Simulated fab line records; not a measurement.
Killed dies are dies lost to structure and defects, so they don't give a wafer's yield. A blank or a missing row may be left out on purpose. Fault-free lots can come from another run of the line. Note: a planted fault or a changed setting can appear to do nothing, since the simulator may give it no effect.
Matching of chambers || flow n5 finfet || N5_BEOL_M6_DESCUM_16 on rie diel-02 has 4 sister chambers
The step chemistry O2, time 7.9 s. 22 wafers are shown with their chamber, then 11 later ones without.

EACH WAFER AND ITS CHAMBER
{"wafer": "L079.3", "chamber": 2, "showerhead plenum p Torr (Torr)": 2.05, "oes product au (a.u.)": 1.00, "throttle valve pct (%)": 20.19}
{"wafer": "L079.4", "chamber": 0, "showerhead plenum p Torr (Torr)": 2.21, "oes product au (a.u.)": 0.85, "throttle valve pct (%)": 20.19}
{"wafer": "L079.6", "chamber": 0, "showerhead plenum p Torr (Torr)": 2.21, "oes product au (a.u.)": 0.84, "throttle valve pct (%)": 20.17}
{"wafer": "L078.2", "chamber": 1, "showerhead plenum p Torr (Torr)": 2.19, "oes product au (a.u.)": 0.79, "throttle valve pct (%)": 20.34}
{"wafer": "L078.5", "chamber": 1, "showerhead plenum p Torr (Torr)": 2.19, "oes product au (a.u.)": 0.79, "throttle valve pct (%)": 20.36}
{"wafer": "L078.6", "chamber": 0, "showerhead plenum p Torr (Torr)": 2.21, "oes product au (a.u.)": 0.83, "throttle valve pct (%)": 20.18}
{"wafer": "L082.1", "chamber": 1, "showerhead plenum p Torr (Torr)": 2.19, "oes product au (a.u.)": 0.78, "throttle valve pct (%)": 20.37}
{"wafer": "L082.2", "chamber": 3, "showerhead plenum p Torr (Torr)": 2.16, "oes product au (a.u.)": 0.71, "throttle valve pct (%)": 20.27}
{"wafer": "L082.6", "chamber": 3, "showerhead plenum p Torr (Torr)": 2.16, "oes product au (a.u.)": 0.71, "throttle valve pct (%)": 20.26}
{"wafer": "L081.1", "chamber": 2, "showerhead plenum p Torr (Torr)": 2.05, "oes product au (a.u.)": 0.94, "throttle valve pct (%)": 20.22}
{"wafer": "L081.3", "chamber": 0, "showerhead plenum p Torr (Torr)": 2.21, "oes product au (a.u.)": 0.82, "throttle valve pct (%)": 20.20}
{"wafer": "L081.6", "chamber": 3, "showerhead plenum p Torr (Torr)": 2.16, "oes product au (a.u.)": 0.71, "throttle valve pct (%)": 20.28}
{"wafer": "L085.1", "chamber": 3, "showerhead plenum p Torr (Torr)": 2.15, "oes product au (a.u.)": 0.70, "throttle valve pct (%)": 20.29}
{"wafer": "L085.2", "chamber": 2, "showerhead plenum p Torr (Torr)": 2.04, "oes product au (a.u.)": 0.92, "throttle valve pct (%)": 20.22}
{"wafer": "L085.6", "chamber": 2, "showerhead plenum p Torr (Torr)": 2.04, "oes product au (a.u.)": 0.92, "throttle valve pct (%)": 20.22}
{"wafer": "L087.1", "chamber": 0, "showerhead plenum p Torr (Torr)": 2.20, "oes product au (a.u.)": 0.81, "throttle valve pct (%)": 20.21}
{"wafer": "L087.5", "chamber": 0, "showerhead plenum p Torr (Torr)": 2.20, "oes product au (a.u.)": 0.82, "throttle valve pct (%)": 20.21}
{"wafer": "L087.6", "chamber": 1, "showerhead plenum p Torr (Torr)": 2.19, "oes product au (a.u.)": 0.76, "throttle valve pct (%)": 20.40}
{"wafer": "L090.1", "chamber": 3, "showerhead plenum p Torr (Torr)": 2.15, "oes product au (a.u.)": 0.70, "throttle valve pct (%)": 20.29}
{"wafer": "L090.4", "chamber": 0, "showerhead plenum p Torr (Torr)": 2.20, "oes product au (a.u.)": 0.80, "throttle valve pct (%)": 20.22}
{"wafer": "L090.5", "chamber": 3, "showerhead plenum p Torr (Torr)": 2.15, "oes product au (a.u.)": 0.70, "throttle valve pct (%)": 20.29}
{"wafer": "L092.1", "chamber": 2, "showerhead plenum p Torr (Torr)": 2.04, "oes product au (a.u.)": 0.90, "throttle valve pct (%)": 20.24}

SIGNATURES (means of the wafers above)
{"reading": "showerhead plenum p Torr", "chamber 0": 2.2057, "chamber 1": 2.1900, "chamber 2": 2.0440, "chamber 3": 2.1550, "scatter within a chamber": 0.00495}
{"reading": "oes product au", "chamber 0": 0.8243, "chamber 1": 0.7800, "chamber 2": 0.9360, "chamber 3": 0.7050, "scatter within a chamber": 0.0217}
{"reading": "throttle valve pct", "chamber 0": 20.1971, "chamber 1": 20.3675, "chamber 2": 20.2180, "chamber 3": 20.2800, "scatter within a chamber": 0.0181}
Rule: for a wafer and a chamber, the distance is found by dividing, reading by reading, the gap between the wafer's reading and the chamber's mean by the reading's scatter, squaring, summing and taking the root. The wafer belongs to the nearest chamber; if the next one is less than 2 further off, it can't be placed. How the scatter is found: for the shown wafers, subtract from each reading the mean of its chamber, square and add these, divide the total by (wafers less chambers), then take the root.

WAFERS WHOSE CHAMBER IS MISSING
{"wafer": "L092.3", "showerhead plenum p Torr (Torr)": 2.20, "oes product au (a.u.)": 0.80, "throttle valve pct (%)": 20.22}
{"wafer": "L092.5", "showerhead plenum p Torr (Torr)": 2.18, "oes product au (a.u.)": 0.76, "throttle valve pct (%)": 20.39}
{"wafer": "L094.1", "showerhead plenum p Torr (Torr)": 2.18, "oes product au (a.u.)": 0.76, "throttle valve pct (%)": 20.42}
{"wafer": "L094.2", "showerhead plenum p Torr (Torr)": 2.20, "oes product au (a.u.)": 0.80, "throttle valve pct (%)": 20.22}
{"wafer": "L094.4", "showerhead plenum p Torr (Torr)": 2.04, "oes product au (a.u.)": 0.90, "throttle valve pct (%)": 20.25}
{"wafer": "L096.1", "showerhead plenum p Torr (Torr)": 2.04, "oes product au (a.u.)": 0.88, "throttle valve pct (%)": 20.27}
{"wafer": "L096.2", "showerhead plenum p Torr (Torr)": 2.18, "oes product au (a.u.)": 0.76, "throttle valve pct (%)": 20.42}
{"wafer": "L096.3", "showerhead plenum p Torr (Torr)": 2.15, "oes product au (a.u.)": 0.69, "throttle valve pct (%)": 20.33}
{"wafer": "L097.2", "showerhead plenum p Torr (Torr)": 2.18, "oes product au (a.u.)": 0.75, "throttle valve pct (%)": 20.43}
{"wafer": "L097.4", "showerhead plenum p Torr (Torr)": 2.03, "oes product au (a.u.)": 0.88, "throttle valve pct (%)": 20.27}
{"wafer": "L097.6", "showerhead plenum p Torr (Torr)": 2.20, "oes product au (a.u.)": 0.78, "throttle valve pct (%)": 20.25}

WHICH CHAMBER EACH WENT THROUGH
{"wafer": "L092.3", "from the rows above": 0, "in truth": 0}
{"wafer": "L092.5", "from the rows above": 1, "in truth": 1}
{"wafer": "L094.1", "from the rows above": 1, "in truth": 1}
{"wafer": "L094.2", "from the rows above": 0, "in truth": 0}
{"wafer": "L094.4", "from the rows above": 2, "in truth": 2}
{"wafer": "L096.1", "from the rows above": 2, "in truth": 2}
{"wafer": "L096.2", "from the rows above": 1, "in truth": 1}
{"wafer": "L096.3", "from the rows above": 3, "in truth": 3}
{"wafer": "L097.2", "from the rows above": 1, "in truth": 1}
{"wafer": "L097.4", "from the rows above": 2, "in truth": 2}
{"wafer": "L097.6", "from the rows above": 0, "in truth": 0}
Correct placement for 11 of the 11. From these rows, 0 cannot be placed. Placed wrongly: 0.
